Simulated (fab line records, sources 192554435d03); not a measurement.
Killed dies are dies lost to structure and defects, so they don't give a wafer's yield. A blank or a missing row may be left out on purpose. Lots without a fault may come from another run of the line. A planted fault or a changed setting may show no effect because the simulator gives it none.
Which tool did it? | flow n5_finfet | 8 lots, 24 wafers sampled, at 6 steps of a route of 1938

WHAT THE GAUGES READ, wafer by wafer
N5_BEOL_M3_INSPECT_30: inspects for defects (brightfield). Usual: raw_defect_count 441, standard deviation 110.
lot  | measured     | on                | raw_defect_count | flag
L786 | day 9 08:44  | defect_inspect-01 | 423 506 435      |
L787 | day 9 08:48  | defect_inspect-01 | 374 307 394      |
L793 | day 10 18:07 | defect_inspect-01 | 369 286 393      |
L794 | day 11 08:56 | defect_inspect-02 | 563 829 508      |
L795 | day 11 10:19 | defect_inspect-01 | 369 337 382      |
L796 | day 11 15:14 | defect_inspect-01 | 1215 1526 1344   | OFF
L800 | day 12 17:00 | defect_inspect-02 | 1210 1312 1178   | OFF
L801 | day 13 05:56 | defect_inspect-01 | 501 330 536      |

N5_BEOL_M4_RC_MEAS_101. Usual: DIBL_N 36.6 mV/V, standard deviation 1.9; DIBL_P 36.7 mV/V, standard deviation 2.2; IOFF_N 0.16 nA/um, standard deviation 0.035; IOFF_P 0.22 nA/um, standard deviation 0.038; ION_N 672 uA/um, standard deviation 14; ION_P 462 uA/um, standard deviation 8.3; SS_N 71.6 mV/dec, standard deviation 0.65; SS_P 73.5 mV/dec, standard deviation 0.72; VT_N 250 mV, standard deviation 3.5; VT_P -250 mV, standard deviation 3.1.
lot  | measured     | on        | DIBL_N (mV/V)  | DIBL_P (mV/V)  | IOFF_N (nA/um) | IOFF_P (nA/um) | ION_N (uA/um) | ION_P (uA/um) | SS_N (mV/dec)  | SS_P (mV/dec)  | VT_N (mV)   | VT_P (mV)      | flag
L786 | day 10 10:27 | prober-02 | 35.9 37.2 36.9 | 36.8 37.1 37.2 | 0.17 0.17 0.16 | 0.24 0.22 0.23 | 691 664 670   | 476 455 462   | 71.0 72.0 72.5 | 73.7 74.0 74.4 | 249 251 252 | -249 -249 -249 |
L787 | day 10 21:10 | prober-01 | 35.9 37.0 38.1 | 35.8 38.1 38.4 | 0.14 0.17 0.18 | 0.16 0.21 0.22 | 675 661 685   | 454 455 465   | 71.9 71.1 72.2 | 73.2 74.0 74.1 | 254 250 250 | -256 -252 -254 |
L793 | day 12 08:23 | prober-01 | 35.5 33.3 35.3 | 35.2 32.9 34.6 | 0.13 0.11 0.14 | 0.18 0.16 0.18 | 650 656 665   | 451 459 452   | 71.8 70.9 71.5 | 73.1 72.7 73.1 | 252 254 253 | -251 -254 -251 |
L794 | day 12 15:44 | prober-02 | 34.9 36.9 36.8 | 35.8 37.6 38.6 | 0.13 0.18 0.17 | 0.18 0.22 0.24 | 671 673 672   | 456 454 463   | 72.0 72.6 71.8 | 73.1 73.7 73.5 | 253 250 249 | -253 -250 -248 |
L795 | day 12 19:28 | prober-01 | 36.6 37.8 41.0 | 32.5 34.6 37.7 | 0.13 0.16 0.23 | 0.18 0.22 0.27 | 661 673 677   | 455 457 462   | 71.1 71.8 72.7 | 73.0 74.1 74.2 | 252 247 244 | -254 -249 -249 |
L796 | day 13 03:19 | prober-01 | 38.8 35.6 38.5 | 40.6 36.4 40.4 | 0.21 0.15 0.21 | 0.29 0.21 0.30 | 670 656 670   | 462 456 467   | 72.3 71.5 72.9 | 74.8 72.8 74.9 | 247 253 245 | -244 -249 -247 |
L800 | day 14 07:06 | prober-01 | 37.4 37.4 38.9 | 38.4 38.9 38.7 | 0.16 0.17 0.18 | 0.22 0.25 0.24 | 678 667 654   | 468 455 452   | 71.0 71.4 72.4 | 74.4 73.9 74.9 | 251 253 254 | -249 -247 -249 |
L801 | day 14 14:19 | prober-02 | 38.1 35.2 35.7 | 37.1 34.2 34.4 | 0.19 0.14 0.14 | 0.25 0.19 0.21 | 669 680 678   | 458 466 474   | 71.4 71.2 71.6 | 73.8 72.6 73.6 | 249 251 249 | -248 -250 -248 |

WHICH TOOL RAN EACH LOT (tool, then ch and the chambers of the sampled wafers, then the start)
lot  | N5_BEOL_M3_PECVD_72             | N5_BEOL_M3_ETCH_63                 | N5_BEOL_M3_STRIP_66                | N5_BEOL_M3_STRIP_19
L786 | pecvd-04 ch 0,2, day 9 02:34    | rie_diel-06 ch 1,2,3, day 9 04:02  | rie_diel-06 ch 1,2,3, day 9 04:11  | rie_diel-01 ch 1,2,3, day 9 04:20
L787 | pecvd-02 ch 0,1,2, day 9 06:49  | rie_diel-01 ch 1,2,3, day 9 07:50  | rie_diel-01 ch 1,2,3, day 9 07:59  | rie_diel-01 ch 1,2, day 9 08:08
L793 | pecvd-01 ch 0,1,2, day 10 16:09 | rie_diel-06 ch 1,2,3, day 10 17:14 | rie_diel-06 ch 1,2,3, day 10 17:23 | rie_diel-01 ch 0,1, day 10 17:38
L794 | pecvd-01 ch 0,1, day 11 04:45   | rie_diel-01 ch 0,2,3, day 11 07:55 | rie_diel-01 ch 0,2,3, day 11 08:04 | rie_diel-01 ch 0,2,3, day 11 08:20
L795 | pecvd-01 ch 0,1,2, day 11 07:42 | rie_diel-03 ch 2,3, day 11 09:19   | rie_diel-03 ch 2,3, day 11 09:28   | rie_diel-03 ch 1,2,3, day 11 09:43
L796 | pecvd-04 ch 0,1,2, day 11 12:35 | rie_diel-06 ch 0,1, day 11 14:13   | rie_diel-06 ch 0,1, day 11 14:34   | rie_diel-01 ch 1,2, day 11 14:43
L800 | pecvd-04 ch 0,2, day 12 14:47   | rie_diel-06 ch 0,3, day 12 16:13   | rie_diel-06 ch 0,3, day 12 16:22   | rie_diel-03 ch 0,3, day 12 16:31
L801 | pecvd-01 ch 0,1, day 13 00:37   | rie_diel-01 ch 1,2,3, day 13 05:00 | rie_diel-01 ch 1,2,3, day 13 05:09 | rie_diel-06 ch 1,2,3, day 13 05:20
- N5_BEOL_M3_PECVD_72: deposits SiO2 from TEOS/O2, target thk 16 nm, time 18 s.
- N5_BEOL_M3_ETCH_63: etches SiARC in CF4, target depth 15.6 nm, time 26 s.
- N5_BEOL_M3_STRIP_66: strips in CF4.
- N5_BEOL_M3_STRIP_19: strips in O2.

WHAT THE TOOLS THEMSELVES READ (means of the sampled wafers that have a number; where no wafer has one, the mark that the record gives instead)
N5_BEOL_M3_PECVD_72. Usual: heater_power_w 689 W, standard deviation 96; showerhead_plenum_p_Torr 8.80 Torr, standard deviation 0.065; throttle_valve_pct 22.5 %, standard deviation 1.1.
lot  | tool     | heater_power_w (W) | showerhead_plenum_p_Torr (Torr) | throttle_valve_pct (%) | flag
L786 | pecvd-04 | 575                | 8.75                            | 22.1                   |
L787 | pecvd-02 | 667                | 8.72                            | 23.2                   |
L793 | pecvd-01 | 766                | 8.83                            | 22.1                   |
L794 | pecvd-01 | 783                | 8.84                            | 23.0                   |
L795 | pecvd-01 | 760                | 8.84                            | 22.2                   |
L796 | pecvd-04 | 594                | 8.80                            | 22.2                   |
L800 | pecvd-04 | 541                | 8.78                            | 21.5                   |
L801 | pecvd-01 | 802                | 8.83                            | 23.1                   |

N5_BEOL_M3_ETCH_63. Usual: drypump_motor_current_A 5.6 A, standard deviation 0.57; etch_rf_on_time_s 26.0 s, standard deviation 0.66; oes_product_au 0.69 a.u., standard deviation 0.064; rf_vpp_V 184.2 V, standard deviation 1.1; showerhead_plenum_p_Torr 2.14 Torr, standard deviation 0.062; throttle_valve_pct 15.57 %, standard deviation 0.22.
lot  | tool        | drypump_motor_current_A (A) | etch_rf_on_time_s (s) | oes_product_au (a.u.) | rf_vpp_V (V) | showerhead_plenum_p_Torr (Torr) | throttle_valve_pct (%) | flag
L786 | rie_diel-06 | 5.7                         | 25.9                  | 0.69                  | 183.5        | 2.19                            | 15.63                  |
L787 | rie_diel-01 | 6.0                         | 25.8                  | 0.68                  | 183.8        | 2.13                            | 15.58                  |
L793 | rie_diel-06 | 5.7                         | 26.1                  | 0.68                  | 185.0        | 2.19                            | 15.65                  |
L794 | rie_diel-01 | 6.0                         | 26.6                  | 0.65                  | 184.8        | 2.15                            | 15.61                  |
L795 | rie_diel-03 | 4.8                         | 26.0                  | 0.65                  | 183.4        | 2.08                            | 15.59                  |
L796 | rie_diel-06 | 6.1                         | 25.9                  | 0.76                  | 184.4        | 2.18                            | 15.29                  |
L800 | rie_diel-06 | 6.4                         | 26.4                  | 0.70                  | 183.1        | 2.17                            | 15.28                  |
L801 | rie_diel-01 | 6.0                         | 26.3                  | 0.65                  | 184.5        | 2.12                            | 15.64                  |

N5_BEOL_M3_STRIP_66. Usual: drypump_motor_current_A 5.6 A, standard deviation 0.57; oes_product_au 0.79 a.u., standard deviation 0.068; rf_vpp_V 271.2 V, standard deviation 1.4; showerhead_plenum_p_Torr 1.79 Torr, standard deviation 0.051; throttle_valve_pct 13.54 %, standard deviation 0.21.
lot  | tool        | drypump_motor_current_A (A) | oes_product_au (a.u.) | rf_vpp_V (V) | showerhead_plenum_p_Torr (Torr) | throttle_valve_pct (%) | flag
L786 | rie_diel-06 | 5.7                         | 0.79                  | 271.8        | 1.83                            | 13.58                  |
L787 | rie_diel-01 | 5.9                         | 0.78                  | 270.4        | 1.79                            | 13.56                  |
L793 | rie_diel-06 | 5.7                         | 0.79                  | 272.4        | 1.83                            | 13.61                  |
L794 | rie_diel-01 | 6.0                         | 0.77                  | 271.5        | 1.80                            | 13.60                  |
L795 | rie_diel-03 | 4.8                         | 0.75                  | 270.2        | 1.74                            | 13.53                  |
L796 | rie_diel-06 | 6.1                         | 0.87                  | 272.2        | 1.83                            | 13.28                  |
L800 | rie_diel-06 | 6.4                         | 0.82                  | 272.2        | 1.82                            | 13.29                  |
L801 | rie_diel-01 | 5.9                         | 0.75                  | 270.2        | 1.78                            | 13.64                  |

N5_BEOL_M3_STRIP_19. Usual: drypump_motor_current_A 5.7 A, standard deviation 0.5; oes_product_au 0.78 a.u., standard deviation 0.071; rf_vpp_V 3.7 V, standard deviation 0.48; showerhead_plenum_p_Torr 2.10 Torr, standard deviation 0.065; throttle_valve_pct 16.70 %, standard deviation 0.25.
lot  | tool        | drypump_motor_current_A (A) | oes_product_au (a.u.) | rf_vpp_V (V) | showerhead_plenum_p_Torr (Torr) | throttle_valve_pct (%) | flag
L786 | rie_diel-01 | 6.0                         | 0.78                  | 3.4          | 2.09                            | 16.67                  |
L787 | rie_diel-01 | 5.8                         | 0.72                  | 4.0          | 2.08                            | 16.84                  |
L793 | rie_diel-01 | 5.9                         | 0.70                  | 4.0          | 2.04                            | 16.94                  |
L794 | rie_diel-01 | 6.1                         | 0.76                  | 3.6          | 2.12                            | 16.74                  |
L795 | rie_diel-03 | 4.9                         | 0.77                  | 3.8          | 2.06                            | 16.81                  |
L796 | rie_diel-01 | 5.8                         | 0.72                  | 4.2          | 2.07                            | 16.88                  |
L800 | rie_diel-03 | 5.0                         | 0.79                  | 3.4          | 2.06                            | 16.71                  |
L801 | rie_diel-06 | 5.7                         | 0.77                  | 3.9          | 2.13                            | 16.70                  |

THE ANSWER, worked out from the rows above alone
Rule: a lot is off if the mean of its wafers that have a number lies more than 3 standard deviations from the usual mean. A lot without any number at a reading at which 4 lots or more have one is off too. The other lots that the step has rows for count as sound. The gauges are gone through in route order, then the tools' own readings, and for those a lot's mean is taken as printed above. The first step at which some lot is off is used, and at that step the reading that is off furthest; a lot without a number counts as furthest.
Off: L796, L800, at N5_BEOL_M3_INSPECT_30 (raw_defect_count).
A tool fits if, at a process step before that reading, it ran every lot that is off, and no sound lot after the first of them. The gauges at N5_BEOL_M3_INSPECT_30 are tried like those tools. Can't be told from this: 2 tools fit, pecvd-04 at N5_BEOL_M3_PECVD_72, rie_diel-06 at N5_BEOL_M3_ETCH_63 and N5_BEOL_M3_STRIP_66.

WHAT THE SIMULATOR HAD PUT IN
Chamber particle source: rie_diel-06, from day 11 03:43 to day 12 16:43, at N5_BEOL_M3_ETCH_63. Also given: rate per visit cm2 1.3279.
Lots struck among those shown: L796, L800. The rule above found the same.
